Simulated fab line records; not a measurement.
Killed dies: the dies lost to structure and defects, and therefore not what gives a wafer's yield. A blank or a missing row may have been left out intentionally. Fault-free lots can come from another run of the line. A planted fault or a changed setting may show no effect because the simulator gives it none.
fab line records	flow n5_finfet
record: lots: 7	wafers: 39
route steps=1938 shown BEOL_M0_SAQP@676 BEOL_M0_CUTY@711 BEOL_M0@715 BEOL_M2@887 BEOL_M4@1064
start_h: start of the lot's first displayed wafer, in hours after the record's first day	wait_h: hours since the lot's step before	" unchanged from the row above	L1.1+2: one row covering several wafers at once	- no value, or no start was given	* or withheld: withheld	< > ~ a bound
route shown NAME@n: NAME is a module with steps in the file, n the number in the route of the first one	usual: mean and standard deviation over wafers with no fault	same: alike in all rows	chamber/n: place in a boat	sites: per-site readings	_std_site: the values' standard deviation	_edge_site: the outer-site mean with the inner-site mean subtracted	radius_mm: how far each site lies from the wafer's centre	mask NAME#n: copy n	behind: the most recent tool/chamber to have shaped the wafer	hold: what put the lot on hold/how long, in hours/how the hold closed	device: whichever transistor did not switch (one of n, p or np)	end of line: at the end of the route, the tests of the same wafers	a step without rows: its recipe alone	killed: dies that structure and defects cost at the first sort, which is not the same as the wafer's yield	map: per-die view of a wafer (x killed, . not killed, _ where there is no die)
set.NAME: the setting the step ran with; set.NAME@STEP: the setting that earlier step ran with	model.NAME: the simulator's own value behind a step, which no gauge read
lots run with intentionally changed settings; tables by step, rows by wafer
== steps ==
step: N5_BEOL_M0_SAQP_SPACER2_ALD_26
recipe: material: SiO2	target_thk_a: 150	temp_c: 300	ald_precursor_family: BDEAS	ald_co_reactant: O2-plasma	pulse_time_s: 1	purge_time_s: 2	co_reactant_purge_time_s: 2	pressure_torr: 2
lot.wafer	tool	chamber	start_h	wait_h	set.target_thk_a	model.SiO2_of_BEOL_M0_SAQP_SPACER2_ALD_26.thk_nm
L079.1+2+3	ald_sin-03	0,1,3	142.65	0.1	150	15
L079.4+6	"	2	"	"	119	12
L079.5	"	3	"	"	119	11.8
L083.1+2	ald_sin-03	0,1	169.67	0.1	150	15
L083.3	"	2	"	"	150	15.2
L083.4+5	"	3	"	"	82.27	8.2
L083.6	"	2	"	"	82.27	8.4
L084.1+5+6	ald_sin-03	2,3,0	173.51	0.1	150	15
L086.1+2+3+4+5+6	ald_sin-01	1,2,3,0,3,2	183.91	0.8	150	15
L089.1+2+3+5+6	ald_sin-02	2,3,1,3,0	200.37	0.1	150	15
L089.4	"	0	"	"	150	14.8
L091.1+3+5	ald_sin-01	0,2,0	212.93	0.7	150	15
L091.2+4+6	"	1,3,1	"	"	127	12.8
L092.1+4+5	ald_sin-03	0,3,3	219.41	0.1	192.4	19.2
L092.2	"	2	"	"	150	14.8
L092.3+6	"	1,0	"	"	150	15
step: N5_BEOL_M0_SAQP_SPACER2_ETCHBACK_27
recipe: chemistry: CHF3/O2	mode: anisotropic_etchback	target: SiO2	target_depth_a: 225	time_s: 11.25	pressure_mtorr: 30	source_w: 650	bias_w: 170	Ar_flow_sccm: 200	CHF3_flow_sccm: 50	O2_flow_sccm: 5	ion_energy_ev: 200
step: N5_BEOL_M0_SAQP_MANDREL2_REMOVE_110
recipe: chemistry: HBr/Cl2/O2	bt_time_s: 10	target: a-Si	stop_on: SiCN	endpoint: OES-SiCl	over_etch_frac: 1	icp_w: 600	bias_w: 30	HBr_flow_sccm: 150	Cl2_flow_sccm: 80	O2_flow_sccm: 5	pressure_mtorr: 10
lot.wafer	tool	chamber	start_h	wait_h	set.target_thk_a@BEOL_M0_SAQP_SPACER2_ALD_26	model.BEOL_M0_SAQP.cd_nm
L079.1+2+3	rie_si-04	1,3,2	143.29	0.1	150	15
L079.4+5+6	"	0,0,1	"	"	119	12
L083.1+3	rie_si-02	3,1	170.33	0.1	150	15
L083.2	"	0	"	"	150	14.8
L083.4+5+6	"	2,0,3	"	"	82.27	8.2
L084.1+5	rie_si-02	3,1	174.48	0.1	150	15
L084.6	"	0	"	"	150	14.8
L086.1+2+4+5+6	rie_si-06	2,1,1,2,3	184.65	0.1	150	15
L086.3	"	3	"	"	150	14.8
L089.1+3	rie_si-02	3,1	201.16	0.1	150	15
L089.2+4+5+6	"	2,0,2,3	"	"	150	14.8
L091.1+3+5	rie_si-06	2,1,2	213.68	0.1	150	15
L091.2+4+6	"	3,0,3	"	"	127	12.8
L092.1+4+5	rie_si-02	2,0,0	220.05	0.1	192.4	19.2
L092.2+3+6	"	3,1,3	"	"	150	15
step: N5_BEOL_M0_SAQP_CD_MEAS_29
recipe: target_cd_nm: 14.4	landing_energy_ev: 1000	detector: se_inlens
usual: cd_nm: 14.96/0.22
lot.wafer	tool	chamber	start_h	wait_h	set.target_thk_a@BEOL_M0_SAQP_SPACER2_ALD_26	cd_nm
L079.1	cd_sem-02	0	143.40	0.1	150	15.01
L079.2	"	0	"	"	150	15.03
L079.3	"	0	"	"	150	15.05
L079.4	"	0	"	"	119	11.94
L079.5	"	0	"	"	119	11.69
L079.6	"	0	"	"	119	11.78
L083.1	cd_sem-02	0	170.44	0.1	150	15.04
L083.2	"	0	"	"	150	14.50
L083.3	"	0	"	"	150	15.04
L083.4	"	0	"	"	82.27	8.44
L083.5	"	0	"	"	82.27	8.08
L083.6	"	0	"	"	82.27	8.64
L084.1	cd_sem-01	0	174.59	0.1	150	15.22
L084.5	"	0	"	"	150	15.08
L084.6	"	0	"	"	150	14.80
L086.1	cd_sem-01	0	184.77	0.1	150	14.67
L086.2	"	0	"	"	150	15.15
L086.3	"	0	"	"	150	14.79
L086.4	"	0	"	"	150	14.90
L086.5	"	0	"	"	150	14.99
L086.6	"	0	"	"	150	15.33
L089.1	cd_sem-01	0	201.27	0.1	150	14.59
L089.2	"	0	"	"	150	15.08
L089.3	"	0	"	"	150	14.98
L089.4	"	0	"	"	150	14.38
L089.5	"	0	"	"	150	14.77
L089.6	"	0	"	"	150	14.94
L091.1	cd_sem-02	0	213.79	0.1	150	15.00
L091.2	"	0	"	"	127	12.90
L091.3	"	0	"	"	150	14.71
L091.4	"	0	"	"	127	12.65
L091.5	"	0	"	"	150	15.07
L091.6	"	0	"	"	127	12.82
L092.1	cd_sem-01	0	220.16	0.1	192.4	18.79
L092.2	"	0	"	"	150	14.94
L092.3	"	0	"	"	150	14.90
L092.4	"	0	"	"	192.4	19.28
L092.5	"	0	"	"	192.4	19.49
L092.6	"	0	"	"	150	15.29
step: N5_BEOL_M0_SAQP_COAT_69
recipe: resist: SOC	temp_c: 250	time_s: 60	spin_rpm: 1500	resist_thk_nm: 90
step: N5_BEOL_M0_SAQP_COAT_72
recipe: resist: SiARC	temp_c: 220	time_s: 60	spin_rpm: 1500	resist_thk_nm: 15
step: N5_BEOL_M0_CUTY_DESCUM_61
recipe: chemistry: O2	time_s: 7.9	source_power_w: 50	bias_power_w: 20	pressure_mtorr: 20	rf_frequency_hz: 2.712e+07	temp_c: 40	resist: CAR-ArF-block	o2_flow_sccm: 225
step: N5_BEOL_M0_CUTY_ETCH_62
recipe: chemistry: CF4	target: SiARC	mask_material: CAR-ArF-block	time_s: 58.5	ion_energy_ev: 80	pressure_mtorr: 40	source_w: 545	bias_w: 36	Ar_flow_sccm: 100	cf4_flow_sccm: 100	ends: cleared
step: N5_BEOL_M0_CUTY_ETCH_63
recipe: chemistry: N2/H2	target: SOC	target_depth_a: 827	overetch_a: 165	mask_material: SiARC	temp_c: 40	ion_energy_ev: 200	time_s: 124	pressure_mtorr: 30	source_w: 840	bias_w: 150	n2_flow_sccm: 200	h2_flow_sccm: 200
lot.wafer	tool	chamber	start_h	wait_h	set.target_thk_a@BEOL_M0_SAQP_SPACER2_ALD_26	model.SiO2_of_BEOL_M0_SAQP_SPACER2_ALD_26.thk_nm
L079.1+2+3	rie_diel-02	2,3,1	145.59	0.0	150	7.2
L079.4+5+6	"	0,1,0	"	"	119	4
L083.1+2+3	rie_diel-02	0,3,1	172.52	0.0	150	7.2
L083.4+5+6	"	2,2,3	"	"	82.27	1.8
L084.1+5+6	rie_diel-02	2,0,1	176.40	0.0	150	7
L086.1+2	rie_diel-04	2,3	186.88	0.0	150	7.2
L086.3+4+5+6	"	1,0,1,0	"	"	150	7
L089.1	rie_diel-05	3	203.23	0.0	150	7.2
L089.2+3+4+5+6	"	0,2,1,0,3	"	"	150	7
L091.1	rie_diel-04	0	215.87	0.0	150	7
L091.2	"	2	"	"	127	5
L091.3+5	"	1	"	"	150	7.2
L091.4+6	"	2,0	"	"	127	4.8
L092.1+4+5	rie_diel-02	3,2,0	222.11	0.0	192.4	11.4
L092.2	"	0	"	"	150	7
L092.3+6	"	1,3	"	"	150	7.2
step: N5_BEOL_M0_CUTY_STRIP_64
recipe: chemistry: N2/H2	temp_c: 40	n2_flow_sccm: 200	h2_flow_sccm: 200	rf_frequency_hz: 6e+07
step: N5_BEOL_M0_ETCH_138
recipe: chemistry: CH3F/O2	target_depth_a: 120	target: SiCN	time_s: 31.6	ion_energy_ev: 120	pressure_mtorr: 30	source_w: 395	bias_w: 75	Ar_flow_sccm: 150	CH3F_flow_sccm: 30	O2_flow_sccm: 20	ends: cleared
lot.wafer	tool	chamber	start_h	wait_h	set.target_thk_a@BEOL_M0_SAQP_SPACER2_ALD_26	model.SiO2_of_BEOL_M0_SAQP_SPACER2_ALD_26.thk_nm
L079.1+2+3	rie_diel-02	2,3,1	145.72	0.0	150	5.2
L079.4+5+6	"	0,1,0	"	"	119	2
L083.1+2+3	rie_diel-02	0,3,1	172.64	0.0	150	5.2
L083.4+5+6	"	2,2,3	"	"	82.27	0.8
L084.1	rie_diel-02	2	176.52	0.0	150	5.2
L084.5+6	"	0,1	"	"	150	5
L086.1+2+3	rie_diel-04	2,3,1	187.01	0.0	150	5.2
L086.4+5+6	"	0,1,0	"	"	150	5
L089.1+3	rie_diel-05	3,2	203.35	0.0	150	5.2
L089.2+4+5+6	"	0,1,0,3	"	"	150	5
L091.1	rie_diel-04	0	215.99	0.0	150	5
L091.2	"	2	"	"	127	3
L091.3+5	"	1	"	"	150	5.2
L091.4+6	"	2,0	"	"	127	2.8
L092.1	rie_diel-02	3	222.24	0.0	192.4	9.6
L092.2	"	0	"	"	150	5
L092.3+6	"	1,3	"	"	150	5.2
L092.4	"	2	"	"	192.4	9.4
L092.5	"	0	"	"	192.4	9.2
step: N5_BEOL_M0_HM_OPEN_105
recipe: chemistry: Cl2/BCl3	target_depth_a: 120	target: TiN	ion_energy_ev: 150	pressure_mtorr: 10	icp_w: 1000	bias_w: 126	Cl2_flow_sccm: 53.25	bcl3_flow_sccm: 21.75	Ar_flow_sccm: 25
lot.wafer	tool	chamber	start_h	wait_h	set.target_thk_a@BEOL_M0_SAQP_SPACER2_ALD_26	model.SiO2_of_BEOL_M0_SAQP_SPACER2_ALD_26.thk_nm
L079.1+2	rie_metal-02	1,0	147.16	1.4	150	2.8
L079.3	"	1	"	"	150	2.6
L079.4+5+6	"	0,1,0	"	"	119	1
L083.1+2+3	rie_metal-01	0,1,0	173.98	1.3	150	2.8
L083.4+5+6	"	1,1,0	"	"	82.27	0.4
L084.1+5+6	rie_metal-02	1,0,1	177.81	1.2	150	2.6
L086.1+2	rie_metal-03	0,1	190.25	3.2	150	2.8
L086.3+4+5+6	"	1,0,1,0	"	"	150	2.6
L089.1+2+3	rie_metal-03	1,0,1	213.01	9.6	150	2.8
L089.4+5+6	"	0,0,1	"	"	150	2.6
L091.1	rie_metal-02	0	222.02	6.0	150	2.6
L091.2+4+6	"	0	"	"	127	1.4
L091.3+5	"	0	"	"	150	2.8
L092.1	rie_metal-03	0	224.26	2.0	192.4	7.2
L092.2	"	1	"	"	150	2.6
L092.3+6	"	1,0	"	"	150	2.8
L092.4	"	0	"	"	192.4	7
L092.5	"	1	"	"	192.4	6.8
step: N5_BEOL_M2_VIA_ETCH_34
recipe: chemistry: C4F6/O2	target_depth_a: 694	mask_material: SOC	pressure_mtorr: 15	ion_energy_ev: 250	taper_deg: 4	time_s: 65.9	source_w: 350	bias_w: 170	Ar_flow_sccm: 300	C4F6_flow_sccm: 10	O2_flow_sccm: 10
lot.wafer	tool	chamber	start_h	wait_h	set.time_s	model.etch.depth_nm	model.SOC_of_BEOL_M2_COAT_67.thk_nm
L079.1	rie_diel-04	1	183.55	0.0	54.36	57.2	53.2
L079.2	"	2	"	"	65.9	68.73	51.8
L079.3	"	0	"	"	65.9	70.78	51.6
L079.4	"	3	"	"	65.9	67.9	51.8
L079.5	"	0	"	"	54.36	58.21	53
L079.6	"	3	"	"	54.36	55.99	53.2
L083.1	rie_diel-04	1	240.74	0.0	65.9	68.91	52
L083.2	"	3	"	"	76.85	83.05	50.2
L083.3	"	0	"	"	76.85	83.13	50
L083.4	"	2	"	"	76.85	80.48	50.6
L083.5	"	0	"	"	65.9	71.44	51.4
L083.6	"	1	"	"	65.9	69.4	52
L084.1	rie_diel-02	1	240.77	0.0	65.9	69.53	51.8
L084.5	"	2	"	"	65.9	69.79	51.8
L084.6	"	1	"	"	65.9	69.82	51.6
L086.1	rie_diel-05	1	268.33	0.0	65.9	68.5	51.8
L086.2	"	3	"	"	65.9	67.86	52.2
L086.3	"	0	"	"	65.9	69.02	52
L086.4	"	0	"	"	65.9	68.33	52
L086.5	"	3	"	"	65.9	67.61	51.8
L086.6	"	1	"	"	65.9	68.69	51.8
L091.1	rie_diel-02	0	282.85	0.0	65.9	68.44	51.6
L091.2	"	3	"	"	47.57	48.68	54
L091.3	"	1	"	"	65.9	68.99	51.6
L091.4	"	2	"	"	47.57	49.93	53.6
L091.5	"	0	"	"	47.57	49.27	53.6
L091.6	"	1	"	"	65.9	68.48	51.6
L092.1	rie_diel-04	0	291.56	0.0	101.6	108.2	47.2
L092.2	"	3	"	"	65.9	69.65	51.8
L092.3	"	2	"	"	101.6	104.8	47.4
L092.4	"	1	"	"	65.9	67.89	51.8
L092.5	"	0	"	"	101.6	108.4	47
L092.6	"	3	"	"	65.9	70.08	51.8
L089.1	rie_diel-05	3	291.64	0.0	65.9	67.07	52.2
L089.2	"	0	"	"	101.4	105.4	48.2
L089.3	"	2	"	"	65.9	69.28	52
L089.4	"	1	"	"	65.9	68.81	52
L089.5	"	2	"	"	101.4	105.5	48
L089.6	"	1	"	"	101.4	105.3	47.8
step: N5_BEOL_M4_ETCH_70
recipe: chemistry: N2/H2	target: SOC	target_depth_a: 800	overetch_a: 240	mask_material: SiARC	temp_c: 40	time_s: 130	ion_energy_ev: 200	pressure_mtorr: 30	source_w: 840	bias_w: 150	n2_flow_sccm: 200	h2_flow_sccm: 200
lot.wafer	tool	chamber	start_h	wait_h	set.time_s	model.SiARC_of_BEOL_M4_COAT_68.thk_nm
L079.1+2+4+6	rie_diel-05	1,2,3,3	244.22	0.0	130	6
L079.3+5	"	0	"	"	130	5.8
L083.1	rie_diel-02	2	307.00	0.0	130	6
L083.2+6	"	3	"	"	130	6.2
L083.3	"	1	"	"	189.7	3.2
L083.4+5	"	0,2	"	"	189.7	3
L084.1	rie_diel-05	2	317.89	0.0	130	6
L084.5+6	"	0,1	"	"	130	5.8
L086.1+2	rie_diel-04	1,2	330.60	0.0	176.8	3.6
L086.3	"	0	"	"	130	5.6
L086.4+6	"	3,1	"	"	130	5.8
L086.5	"	0	"	"	176.8	3.2
L091.1	rie_diel-02	3	372.22	0.0	180.2	3.8
L091.2+6	"	1,2	"	"	180.2	3.4
L091.3+5	"	2,1	"	"	130	5.8
L091.4	"	3	"	"	130	6
L092.1+3+4+5	rie_diel-05	1,0,2,0	381.38	0.0	130	5.8
L092.2+6	"	3	"	"	130	6
L089.1+2+3+4	rie_diel-04	1,0,2,0	386.84	0.0	130	5.8
L089.5	"	2	"	"	130	5.6
L089.6	"	1	"	"	130	6
== key ==
split: step: N5_BEOL_M0_SAQP_SPACER2_ALD_26	setting: target_thk_a	stated: 150	by: wafer
response: step: N5_BEOL_M0_SAQP_SPACER2_ALD_26	reading: model.SiO2_of_BEOL_M0_SAQP_SPACER2_ALD_26.thk_nm	change: +0.15	per: 1%	r: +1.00
response: step: N5_BEOL_M0_SAQP_MANDREL2_REMOVE_110	reading: model.BEOL_M0_SAQP.cd_nm	change: +0.148	per: 1%	r: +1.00
response: step: N5_BEOL_M0_SAQP_CD_MEAS_29	reading: cd_nm	change: +0.145	per: 1%	r: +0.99
response: step: N5_BEOL_M0_CUTY_ETCH_63	reading: model.SiO2_of_BEOL_M0_SAQP_SPACER2_ALD_26.thk_nm	change: +0.133	per: 1%	r: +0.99
response: step: N5_BEOL_M0_ETCH_138	reading: model.SiO2_of_BEOL_M0_SAQP_SPACER2_ALD_26.thk_nm	change: +0.12	per: 1%	r: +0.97
response: step: N5_BEOL_M0_HM_OPEN_105	reading: model.SiO2_of_BEOL_M0_SAQP_SPACER2_ALD_26.thk_nm	shape: bent	at_lowest: 0.4	at_stated: 2.704	at_highest: 7
split: step: N5_BEOL_M2_VIA_ETCH_34	setting: time_s	stated: 65.9	by: wafer
response: step: N5_BEOL_M2_VIA_ETCH_34	reading: model.etch.depth_nm	change: +0.695	per: 1%	r: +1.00
response: step: N5_BEOL_M2_VIA_ETCH_34	reading: model.SOC_of_BEOL_M2_COAT_67.thk_nm	change: -0.0803	per: 1%	r: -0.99
split: step: N5_BEOL_M4_ETCH_70	setting: time_s	stated: 130	by: wafer
response: step: N5_BEOL_M4_ETCH_70	reading: model.SiARC_of_BEOL_M4_COAT_68.thk_nm	change: -0.0638	per: 1%	r: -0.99
